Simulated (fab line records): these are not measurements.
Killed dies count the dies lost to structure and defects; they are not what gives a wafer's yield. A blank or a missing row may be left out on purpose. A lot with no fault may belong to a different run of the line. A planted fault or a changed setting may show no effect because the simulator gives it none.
Chamber matching    flow n5Finfet    pecvd-04 running N5_BEOL_M3_ILD_DEP_00: 3 sister chambers
The step deposits SiOC from DEMS/O2, target thk 79 nm, time 15.3 s. 3 wafers are shown with their chamber, then 8 later ones without.

== EACH WAFER AND ITS CHAMBER ==
wafer   chamber  throttleValvePct (%)
L089.4  1        12.1
L089.5  2        11.4
L091.2  0        11.4

== WAFERS WITH NO CHAMBER GIVEN ==
wafer   throttleValvePct (%)
L091.4  11.0
L091.5  11.3
L093.2  11.2
L093.3  12.5
L093.4  12.3
L096.1  11.0
L096.2  11.0
L096.6  11.0

== EACH ONE'S CHAMBER ==
wafer   from the rows above      in truth
L091.4  can't be placed: 0 or 2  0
L091.5  can't be placed: 0 or 2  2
L093.2  can't be placed: 0 or 2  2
L093.3  1                        1
L093.4  1                        1
L096.1  can't be placed: 0 or 2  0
L096.2  can't be placed: 0 or 2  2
L096.6  can't be placed: 0 or 2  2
Correctly placed: 2 of 8. These rows do not allow placing 6 (true chamber among the candidates in 6). Wrongly placed: 0.
How it was worked out, from the rows above alone: a wafer's distance from a chamber is the root of the sum, over the readings, of the square of ((its reading less the chamber's mean) divided by the reading's scatter). If the next closest chamber is less than 2 further off than the closest, the wafer can't be placed; otherwise it belongs to the closest. A chamber's mean is the mean of its shown wafers. The scatter: with one shown wafer a chamber, the root of the mean of the squares of how far each hidden wafer lies from its nearest shown one.
